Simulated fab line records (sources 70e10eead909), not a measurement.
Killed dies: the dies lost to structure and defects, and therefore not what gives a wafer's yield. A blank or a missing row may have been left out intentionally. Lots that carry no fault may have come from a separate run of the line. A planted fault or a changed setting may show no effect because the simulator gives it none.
fab line records | flow nand-harc
record lots=6 | wafers=18 | last-day=23
route steps=1159 shown A_ZERO_WELL@412 A_SOURCE_PLATE@413 A_ONON_D1@424 END@1159
lots that met no fault: taken from a fault-free run of the same line
start-h: the number of hours between the record's first day and the start of the first shown wafer of the lot | wait-h: how many hours have passed since the lot's step before this one | " as in the row above | L1.1+2: a row that stands for several wafers | - no value present, or no start provided | * or withheld: withheld | < > ~ a bound
route shown NAME@n: names a module that has steps shown in the file, with the first one's number in the route | usual: mean/standard deviation taken from wafers without a fault | same: alike in all rows | chamber/n: place in a boat | sites: the reading at each site | _std_site: standard deviation across them | _edge_site: inner sites' mean taken away from outer sites' mean | radius-mm: how far each site lies from the wafer's centre | mask NAME#n: copy n | behind: the most recent tool/chamber to have shaped the wafer | hold: reason for holding the lot/hours on hold/outcome of the hold | device: whichever transistor did not switch (one of n, p or np) | end of line: the tests these same wafers got at the end of their route | a step given without rows: its recipe and nothing more | killed: count of dies lost to structure and defects at first sort (not the wafer's yield) | map: dies across one wafer; x = killed, . = not, _ = none there
set.NAME: setting as actually run; set.NAME@STEP: the setting as run at that earlier step | model.NAME: the simulator's own value behind a step, which no gauge read
certain route steps with their lots: each step a table, each wafer a row
services: from which hour (start-h, from the record's first day; less than 0 if before it) a tool's chamber was out of use, for how many hours, and why
## steps
# step NHARC_A_ZERO_WELL_INSPECT_17
# usual raw-defect-count=11/5.8
lot.wafer | tool              | chamber | start-h | wait-h | raw-defect-count
L302.3    | defect-inspect-02 | -       | 153.27  | 0.1    | 35
L302.4    | "                 | -       | "       | "      | 14
L302.5    | "                 | -       | "       | "      | 22
L309.4    | defect-inspect-01 | -       | 200.76  | 0.1    | 14
L309.5    | "                 | -       | "       | "      | 16
L309.6    | "                 | -       | "       | "      | 15
L312.2    | defect-inspect-01 | -       | 216.79  | 0.1    | 14
L312.3    | "                 | -       | "       | "      | 22
L312.4    | "                 | -       | "       | "      | 12
L314.3    | defect-inspect-01 | -       | 232.08  | 0.1    | 19
L314.5    | "                 | -       | "       | "      | 7
L314.6    | "                 | -       | "       | "      | 15
L316.1    | defect-inspect-01 | -       | 241.13  | 0.2    | 3
L316.2    | "                 | -       | "       | "      | 5
L316.5    | "                 | -       | "       | "      | 9
L318.2    | defect-inspect-01 | -       | 246.62  | 0.1    | 15
L318.4    | "                 | -       | "       | "      | 11
L318.5    | "                 | -       | "       | "      | 4
# step NHARC_A_SOURCE_PLATE_PRECLEAN_00
# recipe time-s=60 | chemistry=HF-LAST
# step NHARC_A_SOURCE_PLATE_SRD_01
# step NHARC_A_SOURCE_PLATE_OXIDE_02
# recipe target-thk-a=100 | temp-c=900 | ox-time-s=1362 | material=SiO2
# step NHARC_A_SOURCE_PLATE_THK_MEAS_09
# recipe thk-meas-gauge=ellipsometry
# usual thk-nm=9.6/1
lot.wafer | tool          | chamber | start-h | wait-h | thk-nm
L302.3    | film-metro-02 | -       | 160.68  | 0.4    | 9.4
L302.4    | "             | -       | "       | "      | 8.9
L302.5    | "             | -       | "       | "      | 10.5
L309.4    | film-metro-02 | -       | 207.91  | 0.4    | 9.3
L309.5    | "             | -       | "       | "      | 10.5
L309.6    | "             | -       | "       | "      | 9.3
L312.2    | film-metro-02 | -       | 224.66  | 0.4    | 8.6
L312.3    | "             | -       | "       | "      | 9.6
L312.4    | "             | -       | "       | "      | 9.7
L314.3    | film-metro-02 | -       | 241.45  | 0.4    | 10.3
L314.5    | "             | -       | "       | "      | 9.7
L314.6    | "             | -       | "       | "      | 8.1
L316.1    | film-metro-01 | -       | 246.62  | 0.4    | 7.8
L316.2    | "             | -       | "       | "      | 8.9
L316.5    | "             | -       | "       | "      | 9.1
L318.2    | film-metro-02 | -       | 256.16  | 0.4    | 9.6
L318.4    | "             | -       | "       | "      | 9.8
L318.5    | "             | -       | "       | "      | 9.7
# step NHARC_A_SOURCE_PLATE_PVD_04
# recipe target-thk-a=500 | material=WSi2
# step NHARC_A_SOURCE_PLATE_CVD_03
# recipe target-thk-a=2000 | temp-c=620 | pressure-mtorr=200 | time-s=4000 | material=poly-Si
# step NHARC_A_SOURCE_PLATE_ANNEAL_05
# recipe temp-c=850 | time-s=1800
# step NHARC_A_SOURCE_PLATE_THK_MEAS_06
# recipe thk-meas-gauge=ellipsometry
# usual thk-nm=199.3/2.4
lot.wafer | tool          | chamber | start-h | wait-h | thk-nm
L302.3    | film-metro-01 | -       | 174.63  | 0.4    | 204.3
L302.4    | "             | -       | "       | "      | 204.3
L302.5    | "             | -       | "       | "      | 205.0
L309.4    | film-metro-02 | -       | 221.26  | 0.4    | 197.8
L309.5    | "             | -       | "       | "      | 199.9
L309.6    | "             | -       | "       | "      | 200.5
L312.2    | film-metro-01 | -       | 237.75  | 0.4    | 200.7
L312.3    | "             | -       | "       | "      | 201.7
L312.4    | "             | -       | "       | "      | 201.8
L316.1    | film-metro-02 | -       | 257.72  | 0.4    | 201.5
L316.2    | "             | -       | "       | "      | 201.4
L316.5    | "             | -       | "       | "      | 202.6
L314.3    | film-metro-01 | -       | 257.73  | 0.4    | 196.8
L314.5    | "             | -       | "       | "      | 199.9
L314.6    | "             | -       | "       | "      | 199.6
L318.2    | film-metro-02 | -       | 269.27  | 0.4    | 198.7
L318.4    | "             | -       | "       | "      | 200.4
L318.5    | "             | -       | "       | "      | 200.0
# step NHARC_A_SOURCE_PLATE_INSPECT_08
# usual raw-defect-count=69/26
lot.wafer | tool              | chamber | start-h | wait-h | raw-defect-count
L302.3    | defect-inspect-01 | -       | 174.70  | 0.0    | 79
L302.4    | "                 | -       | "       | "      | 36
L302.5    | "                 | -       | "       | "      | 57
L309.4    | defect-inspect-01 | -       | 221.32  | 0.0    | 42
L309.5    | "                 | -       | "       | "      | 83
L309.6    | "                 | -       | "       | "      | 72
L312.2    | defect-inspect-01 | -       | 237.81  | 0.0    | 53
L312.3    | "                 | -       | "       | "      | 63
L312.4    | "                 | -       | "       | "      | 37
L316.1    | defect-inspect-02 | -       | 257.78  | 0.0    | 80
L316.2    | "                 | -       | "       | "      | 44
L316.5    | "                 | -       | "       | "      | 67
L314.3    | defect-inspect-01 | -       | 257.81  | 0.0    | 95
L314.5    | "                 | -       | "       | "      | 74
L314.6    | "                 | -       | "       | "      | 107
L318.2    | defect-inspect-01 | -       | 269.34  | 0.0    | 76
L318.4    | "                 | -       | "       | "      | 73
L318.5    | "                 | -       | "       | "      | 82
# step NHARC_A_ONON_D1_DEP_00
# recipe target-thk-a=10000 | n2-flow-sccm=2750 | n2o-flow-sccm=2000 | nh3-flow-sccm=500 | sih4-flow-sccm=210 | temp-c=400
lot.wafer  | tool          | chamber | start-h | wait-h
L302.3+4+5 | pecvd-onon-03 | 0       | 174.88  | 0.2
L309.4+5+6 | pecvd-onon-03 | 0       | 221.56  | 0.2
L312.2+3+4 | pecvd-onon-03 | 0       | 237.94  | 0.1
L316.1+2+5 | pecvd-onon-02 | 0       | 257.85  | 0.1
L314.3+5+6 | pecvd-onon-02 | 0       | 258.32  | 0.5
L318.2+4+5 | pecvd-onon-04 | 0       | 269.55  | 0.2
# step NHARC_A_ONON_D1_THK_MEAS_02
# recipe thk-meas-gauge=ellipsometry
# usual thk-nm=1002/9
lot.wafer | tool          | chamber | start-h | wait-h | hold                     | thk-nm
L302.3    | film-metro-02 | -       | 175.29  | -      | -                        | 986
L302.4    | "             | -       | "       | "      | -                        | 985
L302.5    | "             | -       | "       | "      | -                        | 985
L309.4    | film-metro-02 | -       | 221.90  | -      | await-dispo/0.2h/release | 1294
L309.5    | "             | -       | "       | "      | await-dispo/0.2h/release | 1295
L309.6    | "             | -       | "       | "      | await-dispo/0.2h/release | 1295
L309.4    | film-metro-02 | -       | 222.07  | 0.2    | -                        | 1296
L309.5    | "             | -       | "       | "      | -                        | 1295
L309.6    | "             | -       | "       | "      | -                        | 1295
L312.2    | film-metro-02 | -       | 238.39  | -      | await-dispo/0.2h/release | 1291
L312.3    | "             | -       | "       | "      | await-dispo/0.2h/release | 1292
L312.4    | "             | -       | "       | "      | await-dispo/0.2h/release | 1294
L312.2    | film-metro-02 | -       | 238.56  | 0.2    | -                        | 1291
L312.3    | "             | -       | "       | "      | -                        | 1293
L312.4    | "             | -       | "       | "      | -                        | 1293
L316.1    | film-metro-01 | -       | 258.36  | -      | -                        | 1014
L316.2    | "             | -       | "       | "      | -                        | 1012
L316.5    | "             | -       | "       | "      | -                        | 1013
L314.3    | film-metro-01 | -       | 258.72  | -      | -                        | 1004
L314.5    | "             | -       | "       | "      | -                        | 1003
L314.6    | "             | -       | "       | "      | -                        | 1000
L318.2    | film-metro-01 | -       | 270.01  | -      | -                        | 1002
L318.4    | "             | -       | "       | "      | -                        | 1001
L318.5    | "             | -       | "       | "      | -                        | 1002
# step NHARC_END_SORT_01
# recipe temp-c=25
# usual killed-at-array=27/11 | killed-at-other=0.8/1.1 | killed-at-periphery=2.8/1.9 | killed-dies=30/11 | killed-open=3.3/1.8 | killed-short=2.3/1.5
# same gross-dies=677
lot.wafer | tool      | chamber | start-h | wait-h | killed-at-array | killed-at-other | killed-at-periphery | killed-dies | killed-open | killed-short
L309.4    | prober-02 | 0       | 505.88  | 3.4    | 23              | 1               | 5                   | 29          | 3           | 1
L309.5    | prober-02 | 0       | 506.69  | 3.7    | 18              | 0               | 3                   | 21          | 4           | 2
L309.6    | prober-02 | 0       | 507.49  | 4.0    | 30              | 1               | 8                   | 39          | 6           | 1
L312.2    | prober-01 | 0       | 518.23  | 2.8    | 28              | 0               | 3                   | 31          | 6           | 3
L312.3    | prober-01 | 0       | 519.03  | 3.1    | 30              | 1               | 1                   | 32          | 1           | 1
L312.4    | prober-01 | 0       | 519.83  | 3.4    | 31              | 1               | 7                   | 39          | 5           | 4
L314.6    | prober-01 | 0       | 548.45  | 3.9    | 31              | 0               | 4                   | 35          | 7           | 2
# killed by level:class
L309.4 A_SLIT:chamber-film-flake=17 A_STAIRCASE:chamber-film-flake=4 P_ZERO_WELL:chamber-film-flake=3 P_GATE:geometric-particle:open=1 P_M0:geometric-particle:open=1 A_CHANNEL_FILL_D1:geometric-particle:open=1 A_WL_FILL:geometric-particle:short=1 HYBRID_BOND:latent=1
L309.5 A_SLIT:chamber-film-flake=5 A_CHANNEL_HOLE_D1:chamber-film-flake=4 A_STAIRCASE:chamber-film-flake=2 P_M0:geometric-particle:open=1 A_ONON_D1:geometric-particle:open=1 A_CHANNEL_FILL_D1:geometric-particle:short=1 A_CHANNEL_FILL_D1:geometric-particle:open=1 A_CONTACT:geometric-particle:short=1
L309.6 A_SLIT:chamber-film-flake=10 A_STAIRCASE:chamber-film-flake=8 P_ZERO_WELL:chamber-film-flake=6 A_WL_FILL:chamber-film-flake=3 A_CHANNEL_FILL_D1:geometric-particle:open=2 A_M0:geometric-particle:open=2 P_M0:geometric-particle:open=1 A_CONTACT:geometric-particle:short=1
L312.2 A_CHANNEL_HOLE_D1:chamber-film-flake=8 A_SLIT:chamber-film-flake=5 A_STAIRCASE:chamber-film-flake=3 A_ONON_D1:geometric-particle:short=2 A_CONTACT:geometric-particle:open=2 A_CONTACT:chamber-film-flake=2 P_CONTACT:geometric-particle:open=1 A_ONON_D1:geometric-particle:open=1
L312.3 A_SLIT:chamber-film-flake=12 A_CHANNEL_HOLE_D1:chamber-film-flake=10 A_ZERO_WELL:chamber-film-flake=2 A_STAIRCASE:chamber-film-flake=2 A_CONTACT:geometric-particle:open=1 A_BLC:geometric-particle:short=1 P_ZERO_WELL:chamber-film-flake=1 A_WL_FILL:chamber-film-flake=1
L312.4 A_CHANNEL_HOLE_D1:chamber-film-flake=13 A_SLIT:chamber-film-flake=7 P_CONTACT:geometric-particle:short=2 A_M0:geometric-particle:open=2 P_ZERO_WELL:chamber-film-flake=2 A_WL_FILL:chamber-film-flake=2 A_CONTACT:chamber-film-flake=2 P_CONTACT:geometric-particle:open=1
L314.6 A_SLIT:chamber-film-flake=16 A_CHANNEL_HOLE_D1:chamber-film-flake=5 A_STAIRCASE:chamber-film-flake=3 A_CONTACT:chamber-film-flake=2 P_CONTACT:geometric-particle:open=1 P_M1:geometric-particle:open=1 P_M1:geometric-particle:short=1 P_M2:geometric-particle:open=1
## services
tool          | chamber | start-h | hours | kind
pecvd-onon-03 | -       | 153.12  | 13.0  | pm
pecvd-onon-04 | -       | 237.34  | 13.0  | pm
## key
first-sign step=NHARC_A_ONON_D1_THK_MEAS_02 | reading=visit | direction=added
effect step=NHARC_A_ONON_D1_THK_MEAS_02 | reading=thk-nm | direction=up | sigmas=32 | usual=1002 | struck=1294
met-at NHARC_A_ONON_D1_DEP_00
struck-wafers L309.4,L309.5,L309.6,L312.2,L312.3,L312.4
tester-left-out L309,L312
onset-between 174.88 221.56
fault kind=process-parameter-drift | tool=pecvd-onon-03 | chamber=- | onset-h=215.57 | steps=NHARC_A_ONON_D1_DEP_00 | channel=target-thk-a | offset=* | shape=step | end-h=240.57 | acts-in=* | stated=*
# tester-left-out: of these lots the tester's yield and bins aren't shown, on N5 and GAA mostly nor the transistor test; their killed dies are dies lost to structure and defects alone, not to doping, threshold or leakage, so they don't give the yield
